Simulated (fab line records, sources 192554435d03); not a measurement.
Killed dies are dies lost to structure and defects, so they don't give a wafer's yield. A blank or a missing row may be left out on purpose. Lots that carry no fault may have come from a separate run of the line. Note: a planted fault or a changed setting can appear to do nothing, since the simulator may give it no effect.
Comparing a struck lot with a sound one | flow n5 finfet | 14 steps out of a route of 1938
Sound: these wafers, L217.2, L217.3, L217.5. Struck: wafers L228.1, L228.2, L228.5. At the end, the cause is stated.
Each step with rows lists, per side, the tool, then ch with its chambers, then its first start. Under that, the readings that differ: sound wafers | struck wafers | difference of the means | sigmas: that difference in standard deviations of wafers without a fault.
alike: words and numbers the same on both sides, and readings whose means are apart by under 2 such deviations; not compared: readings that were withheld, readings missing a value for some wafer, numbers with overlapping values and no deviation given by the record, and bounds like >300 which may hide the same value.
Wherever a step has rows on one side only, a row that says differs or no value, or a row with sigmas, the two part there. Non-overlapping numbers with no deviation appear without sigmas and do not part them. A reading missing from all wafers of one side parts the sides only when that side holds two or more wafers.

first, 1 step without rows for these wafers: N5_HKMG_FIN_COAT_66 (time 60 s, resist thk 300 nm).
N5_HKMG_FIN_ETCH_67: etches SOC in N2/H2, stops on TiN, target depth 388.9 nm.
  sound on rie diel-04 ch 0,3, day 5 03:56; struck on rie diel-04 ch 2,3, day 8 01:46
  alike: drypump motor current A, oes product au, rf vpp V, showerhead plenum p Torr, throttle valve pct
  not compared: rf hours counter h
then, 3 steps without rows for these wafers: N5_HKMG_FIN_STRIP_90 (strips SOC in N2/H2, time 20 s); N5_HKMG_FIN_WET_ETCH_73 (etches the open film in SC1, time 42.3 s, target depth 1.3 nm, rinse time 30 s); N5_HKMG_FIN_ETCHBACK_68 (etches the open film in Cl2/Ar, stops on HfO2, target depth 0.5 nm).
N5_HKMG_FIN_STRIP_69: strips in N2/H2, time 360 s.
  sound on plasma asher-01 ch 1, day 5 04:17; struck on plasma asher-01 ch 0,1, day 8 02:11
  alike: drypump motor current A, heater power w
  not compared: rf hours counter h
N5_HKMG_FIN_ALD_21: deposits TiN, target thk 1.5 nm, pulse time 1 s, purge time 3 s.
  sound on ald metal-02 ch 1,3, day 5 04:40; struck on ald metal-01 ch 0,1, day 8 02:34
  alike: heater power w, precursor pulse height rel, susceptor temp C
N5_HKMG_FIN_ALD_72: deposits W, target thk 2 nm, pulse time 1 s, purge time 2 s.
  sound on cvd w-01 ch 0,1, day 5 05:02; struck on cvd w-01 ch 0,1, day 8 02:55
  alike: heater power w, precursor pulse height rel, susceptor temp C
then, 3 steps without rows for these wafers: N5_HKMG_FIN_W_FILL_22 (material W, target thk 60 nm, time 18.2 s); N5_HKMG_FIN_PRECLEAN_83 (cleans in DIW, time 57.5 s); N5_HKMG_FIN_SRD_84 (dry time 32 s).
N5_HKMG_FIN_CMP_23: polishes, stops on SiNx, t overpolish 10 s, target thk 46.326 nm.
  sound on cmp-02 ch 1,2, day 5 05:12; struck on cmp-01 ch 0,2,3, day 8 03:11
  alike: edge zone pressure frac, head pressure psi, motor current A, overpolish run s, platen rpm, time to endpoint s
  not compared: pad life wafers
N5_HKMG_FIN_CMP_94: polishes, stops on SiNx, t overpolish 4.7 s, target thk 43.299 nm.
  sound on cmp-02 ch 1,2, day 5 05:41; struck on cmp-01 ch 0,2,3, day 8 03:37
  no value came back on the struck wafers for edge zone pressure frac, head pressure psi (psi), motor current A (A), platen rpm (rpm); on the sound wafers edge zone pressure frac reads 1.000 1.001 0.993
  reading                                   | sound          | struck         | difference | sigmas
  model.W_of_HKMG_FIN_W_FILL_22.thk nm (nm) | 43.8 43 43.8   | 47.2 47.6 46.8 | +3.7       |
  model.SiNx_of_SDB_ALD_29.thk nm (nm)      | 28.4 28.4 28.2 | 28.6 28.6 28.8 | +0.3       |
  not compared: pad life wafers
N5_BEOL_M4_RC_MEAS_101:
  the record has rows for the sound wafers here (prober-02 ch 0, day 10 13:40) and none for the struck ones

## WHERE THEY PART
Earliest at N5_HKMG_FIN_CMP_94; latest, in this record, at N5_BEOL_M4_RC_MEAS_101.

WHY: the cause the simulator had injected
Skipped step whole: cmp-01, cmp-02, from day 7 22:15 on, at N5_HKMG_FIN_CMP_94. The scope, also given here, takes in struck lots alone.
